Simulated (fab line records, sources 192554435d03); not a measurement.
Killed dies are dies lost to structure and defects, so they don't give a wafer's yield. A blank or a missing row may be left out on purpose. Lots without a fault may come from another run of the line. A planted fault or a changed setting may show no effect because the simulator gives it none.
Chamber matching | flow n5_finfet | N5_BEOL_M8_PECVD_70 on pecvd-01: 3 sister chambers
The step deposits SiO2 from TEOS/O2, target thk 20 nm, time 22.7 s. 6 wafers are shown with their chamber, then 7 later ones without.

WAFERS WITH THEIR CHAMBER
wafer  | chamber | throttle_valve_pct (%) | showerhead_plenum_p_Torr (Torr)
L585.3 | 1       | 23.2                   | 8.73
L597.1 | 0       | 22.8                   | 8.81
L597.5 | 1       | 23.1                   | 8.72
L597.6 | 2       | 21.0                   | 8.76
L598.1 | 2       | 21.3                   | 8.73
L598.2 | 0       | 23.1                   | 8.81

WAFERS WITHOUT THEIR CHAMBER
wafer  | throttle_valve_pct (%) | showerhead_plenum_p_Torr (Torr)
L598.6 | 21.0                   | 8.75
L599.1 | 22.9                   | 8.83
L599.4 | 21.3                   | 8.74
L599.5 | 23.0                   | 8.84
L603.2 | 22.8                   | 8.73
L603.3 | 22.9                   | 8.83
L603.4 | 22.8                   | 8.83

WHICH CHAMBER EACH WENT THROUGH
wafer  | from the rows above | in truth
L598.6 | 2                   | 2
L599.1 | 0                   | 0
L599.4 | 2                   | 2
L599.5 | 0                   | 0
L603.2 | 1                   | 1
L603.3 | 0                   | 0
L603.4 | 0                   | 0
Placed correctly: 7 of 7. Can't be placed from these rows: 0. Placed wrongly: 0.
How it was worked out, from the rows above alone: a wafer's distance from a chamber is the root of the sum, over the readings, of the square of ((its reading less the chamber's mean) divided by the reading's scatter). The wafer belongs to the nearest chamber; if the next one is less than 2 further off, it can't be placed. A chamber's mean is the mean of its shown wafers. The scatter: the root of (the sum of the squares of (reading less its chamber's mean) over the shown wafers, divided by (wafers less chambers)).
